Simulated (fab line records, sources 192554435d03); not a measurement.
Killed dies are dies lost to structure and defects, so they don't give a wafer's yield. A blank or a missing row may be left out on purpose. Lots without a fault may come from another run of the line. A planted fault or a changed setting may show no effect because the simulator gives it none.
Chamber matching | flow n5_finfet | N5_SD_EPI_N_ETCH_34 on rie_diel-04: 4 sister chambers
The step etches SiARC in CF4, target depth 45.5 nm, time 75.8 s. 4 wafers are shown with their chamber, then 11 later ones without.

WAFERS WITH THEIR CHAMBER
wafer  | chamber | drypump_motor_current_A (A)
L089.3 | 0       | 5.4
L091.1 | 1       | 5.7
L091.5 | 2       | 5.1
L092.1 | 3       | 6.0

WAFERS WITHOUT THEIR CHAMBER
wafer  | drypump_motor_current_A (A)
L092.4 | 5.2
L092.5 | 5.2
L093.1 | 5.2
L093.2 | 5.7
L093.5 | 5.7
L094.2 | 5.7
L094.3 | 5.1
L094.5 | 5.1
L095.2 | 5.4
L095.4 | 5.7
L095.6 | 5.1

WHICH CHAMBER EACH WENT THROUGH
wafer  | from the rows above     | in truth
L092.4 | can't be placed: 2 or 0 | 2
L092.5 | can't be placed: 2 or 0 | 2
L093.1 | can't be placed: 2 or 0 | 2
L093.2 | 1                       | 1
L093.5 | 1                       | 1
L094.2 | 1                       | 1
L094.3 | 2                       | 2
L094.5 | 2                       | 2
L095.2 | 0                       | 0
L095.4 | 1                       | 1
L095.6 | 2                       | 2
Placed correctly: 8 of 11. Can't be placed from these rows: 3 (the true chamber is among the candidates in 3). Placed wrongly: 0.
How it was worked out, from the rows above alone: a wafer's distance from a chamber is the root of the sum, over the readings, of the square of ((its reading less the chamber's mean) divided by the reading's scatter). The wafer belongs to the nearest chamber; if the next one is less than 2 further off, it can't be placed. A chamber's mean is the mean of its shown wafers. The scatter: with one shown wafer a chamber, the root of the mean of the squares of how far each hidden wafer lies from its nearest shown one.
